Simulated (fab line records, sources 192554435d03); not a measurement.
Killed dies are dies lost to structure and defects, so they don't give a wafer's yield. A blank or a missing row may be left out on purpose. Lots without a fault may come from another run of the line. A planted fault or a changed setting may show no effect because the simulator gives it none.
Which tool did it? | flow n5_finfet | 10 lots, 28 wafers sampled, at 5 steps of a route of 1938

WHAT THE GAUGES READ, wafer by wafer
N5_BEOL_M3_CD_MEAS_11: target cd 17.05 nm. Usual: cd_nm 17.02 nm, standard deviation 0.27.
lot  | measured     | on        | cd_nm (nm)        | flag
L928 | day 7 04:01  | cd_sem-02 | 16.84 17.23 17.13 |
L930 | day 8 07:49  | cd_sem-01 | 17.06 17.12 17.41 |
L934 | day 8 22:40  | cd_sem-02 | 16.72 16.73 16.75 |
L936 | day 9 05:31  | cd_sem-01 | 17.20 17.40       |
L939 | day 10 06:47 | cd_sem-01 | 16.85 16.92       |
L940 | day 10 19:13 | cd_sem-01 | 17.03 16.79 17.56 |
L941 | day 10 23:41 | cd_sem-01 | 17.14 17.11 17.39 |
L947 | day 12 11:10 | cd_sem-01 | 16.41 17.05 16.96 |
L949 | day 12 19:53 | cd_sem-01 | 16.74 17.00 16.50 |
L950 | day 12 21:20 | cd_sem-02 | 17.61 17.07 17.20 |

N5_BEOL_M3_CD_MEAS_18: pitch 36 nm, target cd 18 nm. Usual: cd_nm 17.8 nm, standard deviation 0.34.
lot  | measured     | on        | cd_nm (nm)     | flag
L928 | day 7 04:37  | cd_sem-03 | 17.4 17.4 17.1 |
L930 | day 8 08:23  | cd_sem-03 | 17.7 18.1 18.1 |
L934 | day 8 23:20  | cd_sem-03 | 17.5 17.2 17.9 |
L936 | day 9 06:04  | cd_sem-01 | 17.9 17.8      |
L939 | day 10 07:21 | cd_sem-02 | 17.5 17.0      |
L940 | day 10 19:46 | cd_sem-01 | 18.2 17.9 18.1 |
L941 | day 11 00:14 | cd_sem-02 | 18.0 17.9 18.7 |
L947 | day 12 11:43 | cd_sem-01 | 17.8 17.6 17.9 |
L949 | day 12 20:43 | cd_sem-01 | 18.0 17.3 17.8 |
L950 | day 12 21:53 | cd_sem-01 | 18.5 17.9 18.2 |

N5_BEOL_M4_RC_MEAS_101. Usual: DIBL_N 36.3 mV/V, standard deviation 1.8; DIBL_P 36.5 mV/V, standard deviation 2.1; IOFF_N 0.16 nA/um, standard deviation 0.031; IOFF_P 0.22 nA/um, standard deviation 0.038; ION_N 677 uA/um, standard deviation 12; ION_P 466 uA/um, standard deviation 7.8; SS_N 71.5 mV/dec, standard deviation 0.61; SS_P 73.2 mV/dec, standard deviation 0.7; VT_N 249 mV, standard deviation 3; VT_P -248.9 mV, standard deviation 3.
lot  | measured     | on        | DIBL_N (mV/V)  | DIBL_P (mV/V)  | IOFF_N (nA/um) | IOFF_P (nA/um) | ION_N (uA/um) | ION_P (uA/um) | SS_N (mV/dec)  | SS_P (mV/dec)  | VT_N (mV)   | VT_P (mV)            | flag
L928 | day 8 17:48  | prober-02 | 32.9 38.3 37.4 | 32.6 39.2 38.4 | 0.10 0.17 0.18 | 0.14 0.22 0.21 | 663 668 686   | 462 453 469   | 70.6 72.1 71.9 | 72.1 73.9 72.8 | 254 249 249 | -253.9 -248.2 -249.4 |
L930 | day 9 09:10  | prober-02 | 35.9 36.7 36.4 | 36.8 37.7 37.2 | 0.15 0.17 0.16 | 0.20 0.22 0.20 | 667 664 687   | 456 459 463   | 72.2 72.4 71.9 | 73.3 73.4 73.5 | 250 252 248 | -249.2 -251.5 -251.7 |
L934 | day 10 01:01 | prober-02 | 35.5 34.6 39.3 | 37.0 35.8 42.0 | 0.17 0.15 0.28 | 0.27 0.24 0.38 | 689 687 708   | 478 480 488   | 71.1 71.0 72.2 | 73.5 72.2 73.6 | 246 249 238 | -243.1 -246.4 -240.6 |
L936 | day 10 18:37 | prober-02 | 34.2 33.5      | 35.0 33.9      | 0.15 0.13      | 0.21 0.19      | 677 668       | 472 464       | 71.1 71.0      | 73.3 73.2      | 250 252     | -246.4 -249.8        |
L939 | day 11 09:18 | prober-01 | 37.9 35.5      | 38.5 34.8      | 0.17 0.13      | 0.26 0.20      | 681 670       | 468 465       | 71.8 70.9      | 73.0 72.9      | 249 253     | -246.4 -249.0        |
L940 | day 11 23:54 | prober-01 | 37.1 38.7 38.9 | 35.6 37.7 38.3 | 0.15 0.19 0.18 | 0.21 0.25 0.27 | 672 687 679   | 465 471 467   | 72.3 72.5 72.9 | 73.7 73.8 73.5 | 253 250 250 | -248.6 -247.8 -247.4 |
L941 | day 12 03:03 | prober-02 | 36.2 35.5 39.4 | 36.2 36.1 40.5 | 0.15 0.15 0.21 | 0.23 0.22 0.32 | 666 679 687   | 464 474 479   | 71.3 71.7 71.9 | 73.1 73.5 73.8 | 252 247 244 | -248.3 -250.4 -243.2 |
L947 | day 13 12:35 | prober-02 | 33.1 34.5 35.5 | 33.0 34.4 35.7 | 0.12 0.14 0.16 | 0.19 0.21 0.23 | 661 685 669   | 466 470 469   | 70.7 70.8 70.9 | 71.9 73.4 72.7 | 255 251 248 | -247.7 -247.6 -248.0 |
L949 | day 14 04:28 | prober-01 | 36.1 36.2 36.2 | 36.8 36.5 37.3 | 0.17 0.16 0.16 | 0.23 0.23 0.25 | 682 682 683   | 469 475 467   | 71.8 71.7 71.4 | 73.2 72.9 73.1 | 248 248 249 | -249.1 -246.7 -244.5 |
L950 | day 14 01:23 | prober-01 | 34.1 34.1 38.3 | 35.5 34.8 40.8 | 0.14 0.14 0.23 | 0.20 0.19 0.31 | 680 661 698   | 469 457 477   | 71.8 71.4 71.7 | 72.6 72.4 73.5 | 250 249 245 | -250.0 -249.1 -246.5 |

WHICH TOOL RAN EACH LOT (tool, then ch and the chambers of the sampled wafers, then the start)
lot  | N5_BEOL_M3_ETCH_74                 | N5_BEOL_M3_ETCH_64
L928 | rie_diel-06 ch 2,3, day 7 04:13    | rie_diel-06 ch 2,3, day 7 04:16
L930 | rie_diel-06 ch 1,2,3, day 8 07:59  | rie_diel-06 ch 1,2,3, day 8 08:02
L934 | rie_diel-06 ch 0,2,3, day 8 22:55  | rie_diel-06 ch 0,2,3, day 8 22:58
L936 | rie_diel-06 ch 1,2, day 9 05:40    | rie_diel-06 ch 1,2, day 9 05:43
L939 | rie_diel-06 ch 1,3, day 10 06:57   | rie_diel-06 ch 1,3, day 10 06:59
L940 | rie_diel-03 ch 1,2,3, day 10 19:22 | rie_diel-03 ch 1,2,3, day 10 19:25
L941 | rie_diel-04 ch 1,3, day 10 23:50   | rie_diel-04 ch 1,3, day 10 23:53
L947 | rie_diel-04 ch 1,2,3, day 12 11:19 | rie_diel-04 ch 1,2,3, day 12 11:22
L949 | rie_diel-06 ch 0,2,3, day 12 20:13 | rie_diel-06 ch 0,2,3, day 12 20:16
L950 | rie_diel-04 ch 1,2,3, day 12 21:29 | rie_diel-04 ch 1,2,3, day 12 21:32
- N5_BEOL_M3_ETCH_74: etches underlayer in N2/H2, target depth 6.5 nm, time 5.2 s.
- N5_BEOL_M3_ETCH_64: etches SOC in N2/H2, target depth 75 nm, overetch 15 nm, time 112.5 s.

WHAT THE TOOLS THEMSELVES READ (means of the sampled wafers that have a number; where no wafer has one, the mark that the record gives instead)
N5_BEOL_M3_ETCH_74. Usual: drypump_motor_current_A 5.8 A, standard deviation 0.41; etch_rf_on_time_s 5.31 s, standard deviation 0.16; oes_product_au 0.64 a.u., standard deviation 0.065; rf_vpp_V 524.3 V, standard deviation 2.4; showerhead_plenum_p_Torr 2.56 Torr, standard deviation 0.075; throttle_valve_pct 17.94 %, standard deviation 0.27.
lot  | tool        | drypump_motor_current_A (A) | etch_rf_on_time_s (s) | oes_product_au (a.u.) | rf_vpp_V (V) | showerhead_plenum_p_Torr (Torr) | throttle_valve_pct (%) | flag
L928 | rie_diel-06 | 5.8                         | 5.32                  | 0.63                  | 522.0        | 2.44                            | 18.01                  |
L930 | rie_diel-06 | 5.6                         | 5.27                  | 0.65                  | 521.6        | 2.48                            | 17.96                  |
L934 | rie_diel-06 | 5.6                         | 4.32                  | 0.72                  | 522.1        | 2.47                            | 18.07                  | OFF
L936 | rie_diel-06 | 5.4                         | 4.56                  | 0.71                  | 523.5        | 2.51                            | 17.88                  | OFF
L939 | rie_diel-06 | 5.7                         | 4.80                  | 0.66                  | 522.1        | 2.48                            | 18.09                  | OFF
L940 | rie_diel-03 | 5.9                         | 5.34                  | 0.68                  | 525.8        | 2.56                            | 17.68                  |
L941 | rie_diel-04 | 5.6                         | 5.42                  | 0.61                  | 526.3        | 2.63                            | 18.05                  |
L947 | rie_diel-04 | 6.0                         | 5.28                  | 0.68                  | 526.7        | 2.62                            | 17.94                  |
L949 | rie_diel-06 | 5.6                         | 5.18                  | 0.62                  | 521.4        | 2.46                            | 18.11                  |
L950 | rie_diel-04 | 6.0                         | 5.26                  | 0.67                  | 527.9        | 2.62                            | 17.94                  |

N5_BEOL_M3_ETCH_64. Usual: drypump_motor_current_A 5.8 A, standard deviation 0.41; oes_product_au 0.60 a.u., standard deviation 0.056; rf_vpp_V 524.3 V, standard deviation 2.2; showerhead_plenum_p_Torr 2.56 Torr, standard deviation 0.074; temp_c 40.02 C, standard deviation 0.11; throttle_valve_pct 17.91 %, standard deviation 0.27.
lot  | tool        | drypump_motor_current_A (A) | oes_product_au (a.u.) | rf_vpp_V (V) | showerhead_plenum_p_Torr (Torr) | temp_c (C) | throttle_valve_pct (%) | flag
L928 | rie_diel-06 | 5.8                         | 0.60                  | 520.3        | 2.44                            | 40.06      | 17.98                  |
L930 | rie_diel-06 | 5.6                         | 0.61                  | 522.3        | 2.48                            | 40.04      | 17.92                  |
L934 | rie_diel-06 | 5.6                         | 0.59                  | 521.6        | 2.47                            | 40.00      | 18.01                  |
L936 | rie_diel-06 | 5.5                         | 0.61                  | 522.2        | 2.51                            | 39.92      | 17.84                  |
L939 | rie_diel-06 | 5.7                         | 0.57                  | 522.9        | 2.48                            | 40.01      | 18.05                  |
L940 | rie_diel-03 | 5.9                         | 0.63                  | 524.6        | 2.56                            | 40.07      | 17.65                  |
L941 | rie_diel-04 | 5.7                         | 0.58                  | 526.9        | 2.63                            | 40.04      | 18.02                  |
L947 | rie_diel-04 | 6.0                         | 0.63                  | 525.9        | 2.62                            | 40.07      | 17.90                  |
L949 | rie_diel-06 | 5.6                         | 0.57                  | 521.4        | 2.46                            | 40.03      | 18.04                  |
L950 | rie_diel-04 | 6.0                         | 0.63                  | 526.6        | 2.62                            | 39.91      | 17.91                  |

THE ANSWER, worked out from the rows above alone
Rule: a lot is off if the mean of its wafers that have a number lies more than 3 standard deviations from the usual mean. A lot without any number at a reading at which 4 lots or more have one is off too. The other lots that the step has rows for count as sound. The gauges are gone through in route order, then the tools' own readings, and for those a lot's mean is taken as printed above. The first step at which some lot is off is used, and at that step the reading that is off furthest; a lot without a number counts as furthest.
Off: L934, L936, L939, at N5_BEOL_M3_ETCH_74 (etch_rf_on_time_s).
A tool fits if, at that step or a process step before it, it ran every lot that is off, and no sound lot after the first of them. None of those tried fits.

WHAT THE SIMULATOR HAD PUT IN
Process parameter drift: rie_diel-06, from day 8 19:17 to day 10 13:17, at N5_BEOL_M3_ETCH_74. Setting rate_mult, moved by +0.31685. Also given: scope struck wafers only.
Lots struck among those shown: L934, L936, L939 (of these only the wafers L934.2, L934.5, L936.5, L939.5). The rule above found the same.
